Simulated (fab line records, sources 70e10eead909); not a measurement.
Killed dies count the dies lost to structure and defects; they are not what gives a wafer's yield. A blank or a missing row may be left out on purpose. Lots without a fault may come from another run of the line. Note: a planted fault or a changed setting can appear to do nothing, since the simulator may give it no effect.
Which of the tools did it?    flow nand_harc    11 lots, 33 wafers sampled, at 5 steps of a route of 1302

== WHAT EACH GAUGE READ, for each wafer ==
NHARC_END_SORT_01. Usual: killed_at_array 54, standard deviation 21; killed_at_other 0.9, standard deviation 1.1; killed_at_periphery 3.5, standard deviation 2.5; killed_dies 58, standard deviation 21; killed_open 3.3, standard deviation 1.9; killed_short 2.6, standard deviation 1.8.
lot   measured      on         killed_at_array  killed_at_other  killed_at_periphery  killed_dies  killed_open  killed_short  flag
L656  day 27 16:41  prober-02  67 78 96         1 0 1            2 3 7                70 81 104    2 3 6        3 5 1         
L669  day 32 12:28  prober-01  35 32 40         2 1 0            3 2 4                40 35 44     5 2 3        3 2 5         
L670  day 32 05:32  prober-02  87 77 94         1 1 1            4 3 2                92 81 97     4 5 3        6 2 4         
L671  day 33 19:38  prober-01  65 74 41         1 0 1            1 2 5                67 76 47     1 5 2        3 3 4         

== WHICH TOOL RAN EACH LOT (tool, then ch and the chambers of the sampled wafers, then the start) ==
lot   NHARC_A_STAIRCASE_ETCH_273                     NHARC_A_STAIRCASE_ETCH_292          NHARC_A_STAIRCASE_DEP_301        NHARC_A_STAIRCASE_ETCH_313
L651  rie_diel-03 ch 2,3, day 17 07:19 or earlier    rie_diel-13 ch 0,2,3, day 17 07:19  pecvd-03 ch 1,2, day 17 11:36    rie_diel-13 ch 0,1,2, day 17 12:44
L654  rie_diel-01 ch 1,3, day 19 03:56 or earlier    rie_diel-01 ch 0,3, day 19 03:56    pecvd-01 ch 0,1,2, day 19 14:28  rie_diel-13 ch 0,2,3, day 19 15:32
L653  rie_diel-01 ch 0,3, day 19 04:07 or earlier    rie_diel-13 ch 0,1,3, day 19 04:07  pecvd-04 ch 0,1,2, day 19 12:43  rie_diel-13 ch 0,1,2, day 19 13:43
L656  rie_diel-01 ch 0,2,3, day 19 15:28 or earlier  rie_diel-03 ch 1,2,3, day 19 15:28  pecvd-03 ch 0,2, day 19 20:22    rie_diel-13 ch 1,2,3, day 19 21:17
L658  rie_diel-01 ch 0,1, day 20 06:07 or earlier    rie_diel-01 ch 0,2, day 20 06:07    pecvd-03 ch 0,2, day 20 10:13    rie_diel-01 ch 1,3, day 20 11:17
L659  rie_diel-13 ch 1,2,3, day 20 23:11 or earlier  rie_diel-03 ch 1,2, day 20 23:11    pecvd-04 ch 0,2, day 21 03:21    rie_diel-01 ch 0,1,3, day 21 04:25
L660  rie_diel-03 ch 1,2, day 21 16:15 or earlier    rie_diel-01 ch 0,3, day 21 16:15    pecvd-03 ch 0,2, day 21 20:14    rie_diel-01 ch 1,2,3, day 21 21:20
L661  rie_diel-13 ch 0,2,3, day 21 23:09 or earlier  rie_diel-01 ch 0,1,3, day 21 23:09  pecvd-04 ch 1,2, day 22 05:19    rie_diel-03 ch 0,2,3, day 22 06:14
L669  rie_diel-13 ch 1,2, day 24 17:07 or earlier    rie_diel-03 ch 0,1,2, day 24 17:07  pecvd-03 ch 1,2, day 24 23:07    rie_diel-03 ch 0,1,3, day 25 00:09
L670  rie_diel-03 ch 0,1,2, day 24 18:05 or earlier  rie_diel-13 ch 0,1,2, day 24 18:05  pecvd-03 ch 1,2, day 25 00:29    rie_diel-13 ch 0,2,3, day 25 01:24
L671  rie_diel-13 ch 0,1,2, day 26 04:49 or earlier  rie_diel-03 ch 0,3, day 26 04:49    pecvd-04 ch 0,1, day 26 08:52    rie_diel-01 ch 1,2, day 26 09:53
- NHARC_A_STAIRCASE_ETCH_273: etches the open film in C4F8/O2/Ar, target depth 10200 nm, time 2468.6 s.
- NHARC_A_STAIRCASE_ETCH_292: etches the open film in CF4/CHF3.
- NHARC_A_STAIRCASE_DEP_301: deposits SiON, target thk 30 nm.
- NHARC_A_STAIRCASE_ETCH_313: etches the open film in CF4/CHF3.

== AS READ BY THE TOOLS THEMSELVES (means over the sampled wafers that have a number; for cases with no such wafer, the mark the record gives instead) ==
NHARC_A_STAIRCASE_ETCH_273. Usual: oes_product_au 0.933 a.u., standard deviation 0.015; rf_vpp_V 1825 V, standard deviation 11.
lot   tool         oes_product_au (a.u.)  rf_vpp_V (V)  flag
L651  rie_diel-03  0.956                  1815          
L654  rie_diel-01  0.922                  1819          
L653  rie_diel-01  0.916                  1818          
L656  rie_diel-01  0.912                  1821          
L658  rie_diel-01  0.929                  1832          
L659  rie_diel-13  0.936                  1830          
L660  rie_diel-03  0.940                  1818          
L661  rie_diel-13  0.914                  1829          
L669  rie_diel-13  0.926                  1836          
L670  rie_diel-03  0.946                  1828          
L671  rie_diel-13  0.942                  1834          

NHARC_A_STAIRCASE_ETCH_292. Usual: drypump_motor_current_A 5.9 A, standard deviation 0.32; oes_product_au 0.931 a.u., standard deviation 0.019; rf_vpp_V 370.3 V, standard deviation 2.5; showerhead_plenum_p_Torr 1.56 Torr, standard deviation 0.067; throttle_valve_pct 16.803 %, standard deviation 0.0095.
lot   tool         drypump_motor_current_A (A)  oes_product_au (a.u.)  rf_vpp_V (V)  showerhead_plenum_p_Torr (Torr)  throttle_valve_pct (%)  flag
L651  rie_diel-13  5.7                          0.912                  371.1         1.59                             16.802                  
L654  rie_diel-01  6.0                          0.908                  369.8         1.55                             16.810                  
L653  rie_diel-13  5.5                          0.914                  370.4         1.58                             16.806                  
L656  rie_diel-03  5.7                          0.930                  369.4         1.52                             16.797                  
L658  rie_diel-01  5.9                          0.922                  370.6         1.56                             16.799                  
L659  rie_diel-03  6.0                          0.960                  368.1         1.52                             16.804                  
L660  rie_diel-01  6.2                          0.913                  368.1         1.52                             16.812                  
L661  rie_diel-01  6.0                          0.922                  369.2         1.56                             16.792                  
L669  rie_diel-03  6.0                          0.933                  370.8         1.58                             16.802                  
L670  rie_diel-13  5.9                          0.922                  373.8         1.62                             16.791                  
L671  rie_diel-03  5.9                          0.922                  371.3         1.62                             16.797                  

NHARC_A_STAIRCASE_DEP_301. Usual: heater_power_outer_w 465 W, standard deviation 54; heater_power_w 802 W, standard deviation 90; rf_fwd_power_W 348.4 W, standard deviation 1.3; showerhead_vpp_V 1153 V, standard deviation 57; susceptor_temp_C 399.99 C, standard deviation 0.23.
lot   tool      heater_power_outer_w (W)  heater_power_w (W)  rf_fwd_power_W (W)  showerhead_vpp_V (V)  susceptor_temp_C (C)  flag
L651  pecvd-03  393                       706                 349.4               1216                  400.26                
L654  pecvd-01  446                       759                 348.8               1095                  399.88                
L653  pecvd-04  483                       852                 347.7               1160                  399.84                
L656  pecvd-03  442                       744                 347.7               1183                  400.32                
L658  pecvd-03  425                       715                 489.5               1376                  400.09                OFF
L659  pecvd-04  472                       821                 349.0               1141                  399.94                
L660  pecvd-03  395                       660                 488.1               1363                  400.05                OFF
L661  pecvd-04  538                       940                 348.7               1190                  400.15                
L669  pecvd-03  430                       745                 348.4               1213                  399.65                
L670  pecvd-03  440                       757                 347.4               1203                  400.07                
L671  pecvd-04  501                       893                 349.5               1137                  399.92                

NHARC_A_STAIRCASE_ETCH_313. Usual: drypump_motor_current_A 5.8 A, standard deviation 0.35; oes_product_au 0.932 a.u., standard deviation 0.02; rf_vpp_V 370.3 V, standard deviation 2.3; showerhead_plenum_p_Torr 1.56 Torr, standard deviation 0.067; throttle_valve_pct 16.802 %, standard deviation 0.0093.
lot   tool         drypump_motor_current_A (A)  oes_product_au (a.u.)  rf_vpp_V (V)  showerhead_plenum_p_Torr (Torr)  throttle_valve_pct (%)  flag
L651  rie_diel-13  5.8                          0.927                  372.1         1.64                             16.809                  
L654  rie_diel-13  5.7                          0.969                  370.8         1.59                             16.802                  
L653  rie_diel-13  5.9                          0.923                  373.1         1.64                             16.799                  
L656  rie_diel-13  5.6                          0.921                  371.2         1.59                             16.806                  
L658  rie_diel-01  5.9                          0.926                  370.9         1.57                             16.796                  
L659  rie_diel-01  6.0                          0.970                  371.6         1.56                             16.809                  
L660  rie_diel-01  6.0                          0.929                  369.9         1.55                             16.801                  
L661  rie_diel-03  5.9                          0.922                  370.1         1.56                             16.802                  
L669  rie_diel-03  5.7                          0.933                  370.6         1.58                             16.798                  
L670  rie_diel-13  5.7                          0.920                  370.3         1.58                             16.806                  
L671  rie_diel-01  5.8                          0.974                  369.9         1.56                             16.812                  

== THE ANSWER, worked out from the rows above alone ==
Rule: take the mean of a lot's wafers that have a number; if it is more than 3 standard deviations from the usual mean, the lot is off. A lot without any number at a reading at which 4 lots or more have one is off too. All remaining lots with rows at the step are treated as sound. First the gauges in route order, then the tools' own readings, where a lot's mean is used as printed above. At the first step where some lot is off, the reading lying furthest off is the one used; lots without a number count as furthest.
Off at NHARC_A_STAIRCASE_DEP_301 (rf_fwd_power_W): L658, L660.
A tool fits if, at that step or a process step before it, it ran every lot that is off, and no sound lot after the first of them. With no start given for some of its lots, NHARC_A_STAIRCASE_ETCH_273 uses the hours and lot order of NHARC_A_STAIRCASE_ETCH_292. None of those tried fits.

== WHAT WAS PUT IN BY THE SIMULATOR ==
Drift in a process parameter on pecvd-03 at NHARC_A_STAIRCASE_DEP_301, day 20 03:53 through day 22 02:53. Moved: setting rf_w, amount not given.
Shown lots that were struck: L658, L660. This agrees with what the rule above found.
